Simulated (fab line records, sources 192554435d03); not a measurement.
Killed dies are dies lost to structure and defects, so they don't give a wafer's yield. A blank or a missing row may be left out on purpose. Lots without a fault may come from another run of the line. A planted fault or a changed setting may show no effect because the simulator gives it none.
Split-lot experiment | flow n5_finfet | 7 lots, 21 wafers read, on a route of 1938 steps

THE SPLIT
At N5_ZERO_LAYER_COAT_05 (resist thk 1000 nm), the setting spin_rpm was moved away from the recipe's 1500 rpm on 6 of the 21 wafers read, by -3.3% to +9.5%. The other wafers ran this setting at the recipe's value.

FROM THE SPLIT TO THE READING: what the file shows between them, 4 steps
- N5_ZERO_LAYER_DEVELOP_10: develop time 60 s (also split here: develop_time_s)
- N5_ZERO_LAYER_HARDBAKE_23: time 120 s
- N5_ZERO_LAYER_DESCUM_16: chemistry O2, time 7.9 s
- N5_ZERO_LAYER_ETCH_17: etches SiO2 in CF4, target depth 12 nm, time 13.3 s

THE READING
coat_of_ZERO_LAYER_COAT_05.thk_nm (the simulator's own value, which no gauge read), in nm, at N5_ZERO_LAYER_ETCH_18 (etches Si in HBr/Cl2, target depth 120 nm, time 40 s). The file gives no usual value for it. The 15 wafers here that ran the recipe average 928.0 nm, standard deviation 3 nm.

wafer  | tool, chamber at the split | spin_rpm as run, rpm | against the recipe | coat_of_ZERO_LAYER_COAT_05.thk_nm, nm | against lot-mates on the recipe
L074.1 | litho_track-04, 0          | 1500                 | recipe             | 928.9                                 | -
L074.2 | litho_track-04, 0          | 1500                 | recipe             | 931.9                                 | -
L074.5 | litho_track-04, 0          | 1500                 | recipe             | 929.6                                 | -
L078.1 | litho_track-04, 0          | 1500                 | recipe             | 927.3                                 | -
L078.3 | litho_track-04, 0          | 1500                 | recipe             | 928.2                                 | -
L078.4 | litho_track-04, 0          | 1500                 | recipe             | 926.2                                 | -
L079.1 | litho_track-04, 0          | 1565                 | +4.3%              | 909                                   | -21.6
L079.2 | litho_track-04, 0          | 1565                 | +4.3%              | 911.1                                 | -19.5
L079.6 | litho_track-04, 0          | 1500                 | recipe             | 930.6                                 | -
L080.4 | litho_track-02, 0          | 1500                 | recipe             | 929.1                                 | -
L080.5 | litho_track-02, 0          | 1450                 | -3.3%              | 945.8                                 | +14.2
L080.6 | litho_track-02, 0          | 1500                 | recipe             | 934                                   | -
L084.2 | litho_track-04, 0          | 1500                 | recipe             | 924.7                                 | -
L084.3 | litho_track-04, 0          | 1500                 | recipe             | 928.1                                 | -
L084.4 | litho_track-04, 0          | 1500                 | recipe             | 925.1                                 | -
L089.2 | litho_track-03, 0          | 1643                 | +9.5%              | 885.8                                 | -41.9
L089.3 | litho_track-03, 0          | 1500                 | recipe             | 928.4                                 | -
L089.4 | litho_track-03, 0          | 1500                 | recipe             | 927                                   | -
L091.1 | litho_track-02, 0          | 1500                 | recipe             | 921                                   | -
L091.2 | litho_track-02, 0          | 1592                 | +6.1%              | 895.9                                 | -25.1
L091.6 | litho_track-02, 0          | 1592                 | +6.1%              | 898.4                                 | -22.6

THE FIT
A straight line over all 21 wafers: coat_of_ZERO_LAYER_COAT_05.thk_nm changes by -4.66 nm for each +1% of spin_rpm; r = -0.98; the points scatter about the line by 3 nm.
The same after taking each lot's own level away (the mean of its wafers on the recipe; 21 wafers): -4.27 nm for each +1%; r = -0.99; scatter 1.7 nm.
On that fit, the largest move of spin_rpm shifts the reading by 41 nm.
The lots' own levels span 921.00 to 931.55 nm, that is 3.5 times the standard deviation above.
So the lot-to-lot level changes the slope little: the two slopes agree.
Check: with one of the wafers moved furthest among these (+9.5%) left out of the fit, the line predicts -39.8 nm for it against its lot-mates. It came out at -41.9 nm against them.

OTHER SPLITS ON THESE WAFERS
These wafers also went through other splits before the reading. Each is held against what the fit with the lots' levels taken away leaves over:
other split on the same wafers          | wafers away from the commonest value | r with coat_of_ZERO_LAYER_COAT_05.thk_nm (lot level and that fit taken away)
N5_ZERO_LAYER_DEVELOP_10 develop_time_s | 4                                    | +0.47

THE WHOLE CHAIN: every reading that the file lists as answering this split, in the file's order
step                   | what it does                                         | reading                                                                            | change (the file's fit)              | r (the file's)
N5_ZERO_LAYER_COAT_05  | resist thk 1000 nm                                   | coat_of_ZERO_LAYER_COAT_05.thk_nm (the simulator's own value, which no gauge read) | -4.48 nm for each +1% of the setting | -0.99
N5_ZERO_LAYER_ETCH_18  | etches Si in HBr/Cl2, target depth 120 nm, time 40 s | coat_of_ZERO_LAYER_COAT_05.thk_nm (the simulator's own value, which no gauge read) | -4.31 nm for each +1% of the setting | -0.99
N5_ZERO_LAYER_STRIP_24 | strips in O2                                         | strip_time_to_endpoint_s                                                           | withheld for each +1% of the setting | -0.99

THE FILE'S OWN FIT
coat_of_ZERO_LAYER_COAT_05.thk_nm changes by -4.31 nm for each +1% of spin_rpm, r = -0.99.
